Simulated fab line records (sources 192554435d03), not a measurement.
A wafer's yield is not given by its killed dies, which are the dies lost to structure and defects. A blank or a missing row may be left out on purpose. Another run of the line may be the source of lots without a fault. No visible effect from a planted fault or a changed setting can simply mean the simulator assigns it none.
8D (eight disciplines) problem report, filled in by code | flow n5_finfet | the parts of the form that need people (team, actions taken, sign-off) are left out

## 1. THE ISSUE
Mean of run_length_s at N5_BEOL_M8_CVD_78: 135.0 s across 5 wafers in 2 lots; on wafers with no fault it is 165.2 s (standard deviation 0.56). Measured from the usual mean, that is -54 standard deviations.
The step: deposits Co from CCTBA/H2, target thk 2 nm, time 142.3 s.
First observed at day 14 08:26: wafer L201.2, on cvd_co-02. At this step, 33 wafers from 11 lots have a number in the record. By rule, "out" or "out of limits" means more than 4 standard deviations away from the usual mean. The other wafers with a number count as sound.

## 2. WHAT IT IS AND WHAT IT IS NOT
question                    | is                                     | is not
which readings at this step | run_length_s                           | -
which lots                  | L201, L203                             | L188, L189, L190, L191, L192, L193, L195, L204, L205
which wafers of those lots  | L201.2, L201.3, L201.4, L203.2, L203.4 | L203.5
read on which tools         | cvd_co-02                              | cvd_co-01
when                        | from day 14 08:26                      | up to then (24 sound wafers); but 4 sound wafers of L203, L205 came after

## 3. THE SUSPECTS, EACH WITH WHAT RULES IT OUT
Counting: a tool at a process step up to the reading stays a suspect if it ran every lot that is out. Sound lots after the first of them don't rule it out here, since some wafers of a struck lot are sound.
- pvd_sputter-01 at N5_BEOL_M8_PRE_CLEAN_45 (time 30 s): kept. It ran every lot that is out, first L201 (day 14 07:46); its last sound lot up to then is L204 (day 13 17:26).
- cvd_co-02 at N5_BEOL_M8_CVD_78 (deposits Co from CCTBA/H2, target thk 2 nm, time 142.3 s): kept. It ran every lot that is out, first L201 (day 14 08:26); its last sound lot up to then is L195 (day 12 07:05). Its own readings are out on those wafers: run_length_s.
What counting leaves: pvd_sputter-01 at N5_BEOL_M8_PRE_CLEAN_45 and cvd_co-02 at N5_BEOL_M8_CVD_78.

## 4. THE CAUSE (what the simulator had put in)
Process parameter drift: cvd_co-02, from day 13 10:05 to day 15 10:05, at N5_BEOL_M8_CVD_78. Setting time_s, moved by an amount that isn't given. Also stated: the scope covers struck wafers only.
After counting, 2 suspects remain, this tool included.

## 5. THE CHAIN OF EFFECTS, in route order
Each row: a reading whose mean over the struck wafers that have a number lies more than 3 standard deviations from the usual. Only readings whose record carries a usual standard deviation are examined. hours: median over the lots of the time between each lot's start at the first step of this table that gives one and its start at this step. sigmas: the change, counted in usual standard deviations.
hours | step              | reading      | usual   | on struck wafers | change | sigmas
0     | N5_BEOL_M8_CVD_78 | run_length_s | 165.2 s | 135.0            | -30.2  | -54
It contains these process steps:
- N5_BEOL_M8_CVD_78: deposits Co from CCTBA/H2, target thk 2 nm, time 142.3 s.
Later steps that measure or inspect, where all struck wafers having a row at the step show a number for every such reading and not one has moved that far: N5_BEOL_M8_THK_MEAS_53.

## 6. HOW IT WOULD HAVE BEEN CAUGHT EARLIER
In this record the first reading out of limits was taken at day 14 08:26, 22 hours after the fault began at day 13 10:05.
